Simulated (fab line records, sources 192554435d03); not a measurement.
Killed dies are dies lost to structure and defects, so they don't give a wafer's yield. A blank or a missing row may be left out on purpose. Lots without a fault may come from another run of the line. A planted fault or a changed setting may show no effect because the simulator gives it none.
Split-lot experiment | flow n5_finfet | 7 lots, 21 wafers read, on a route of 1938 steps

THE SPLIT
At N5_BEOL_M12_ETCH_67 (etches SiARC in CF4, target depth 143 nm, time 238.3 s), the setting source_w was moved away from the recipe's 545 W on 3 of the 21 wafers read, by -4.6% to +16.0%. The other wafers ran this setting at the recipe's value.

The reading is taken at the split's own step.

THE READING
rf_vpp_V, in V, at N5_BEOL_M12_ETCH_67 (etches SiARC in CF4, target depth 143 nm, time 238.3 s). Fault-free wafers of this fab line usually give 183.5 V, standard deviation 1.2 V.

wafer  | tool, chamber at the split | source_w as run, W | against the recipe | rf_vpp_V, V | against lot-mates on the recipe
L076.2 | rie_diel-05, 2             | 545                | recipe             | 184.5       | -
L076.3 | rie_diel-05, 3             | 545                | recipe             | 183.4       | -
L076.4 | rie_diel-05, 0             | 519.9              | -4.6%              | 186.1       | +2.2
L080.1 | rie_diel-05, 2             | 545                | recipe             | 184.9       | -
L080.4 | rie_diel-05, 2             | 545                | recipe             | 184.3       | -
L080.6 | rie_diel-05, 3             | 620.4              | +13.8%             | 174.2       | -10.4
L081.2 | rie_diel-04, 2             | 545                | recipe             | 183.7       | -
L081.4 | rie_diel-04, 0             | 545                | recipe             | 186.1       | -
L081.5 | rie_diel-04, 1             | 545                | recipe             | 183.7       | -
L082.1 | rie_diel-05, 0             | 545                | recipe             | 183.3       | -
L082.2 | rie_diel-05, 3             | 545                | recipe             | 183.9       | -
L082.6 | rie_diel-05, 3             | 632.2              | +16.0%             | 175.0       | -8.6
L088.2 | rie_diel-06, 1             | 545                | recipe             | 181.8       | -
L088.5 | rie_diel-06, 2             | 545                | recipe             | 185.4       | -
L088.6 | rie_diel-06, 1             | 545                | recipe             | 181.8       | -
L097.2 | rie_diel-04, 3             | 545                | recipe             | 182.3       | -
L097.4 | rie_diel-04, 0             | 545                | recipe             | 184.2       | -
L097.5 | rie_diel-04, 1             | 545                | recipe             | 185.1       | -
L095.2 | rie_diel-06, 2             | 545                | recipe             | 183.5       | -
L095.3 | rie_diel-06, 3             | 545                | recipe             | 183.2       | -
L095.4 | rie_diel-06, 0             | 545                | recipe             | 183.6       | -

THE FIT
A straight line over all 21 wafers: rf_vpp_V changes by -0.605 V for each +1% of source_w; r = -0.93; the points scatter about the line by 1.2 V.
The same after taking each lot's own level away (the mean of its wafers on the recipe; 21 wafers): -0.619 V for each +1%; r = -0.94; scatter 1.1 V.
On that fit, the largest move of source_w shifts the reading by 9.9 V.
The lots' own levels span 183.00 to 184.60 V, that is 1.3 times the standard deviation above.
So the lot-to-lot level changes the slope little: the two slopes agree.
Check: with one of the wafers moved furthest among these (+16.0%) left out of the fit, the line predicts -11.6 V for it against its lot-mates. It came out at -8.6 V against them.
Tool readings at the split's step, against how far the setting was moved: etch_rf_on_time_s r = -0.89; rf_vpp_V r = -0.93.

OTHER SPLITS ON THESE WAFERS
These wafers also went through other splits before the reading. Each is held against what the fit with the lots' levels taken away leaves over:
other split on the same wafers | wafers away from the commonest value | r with rf_vpp_V (lot level and that fit taken away)
N5_BEOL_M12_EXPOSE_07 dose_mj  | 9                                    | -0.19

THE WHOLE CHAIN: every reading that the file lists as answering this split, in the file's order
step                | what it does                                           | reading           | change (the file's fit)              | r (the file's)
N5_BEOL_M12_ETCH_67 | etches SiARC in CF4, target depth 143 nm, time 238.3 s | etch_rf_on_time_s | withheld for each +1% of the setting | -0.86
N5_BEOL_M12_ETCH_67 | etches SiARC in CF4, target depth 143 nm, time 238.3 s | rf_vpp_V          | -0.624 V for each +1% of the setting | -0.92

THE FILE'S OWN FIT
rf_vpp_V changes by -0.624 V for each +1% of source_w, r = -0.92.
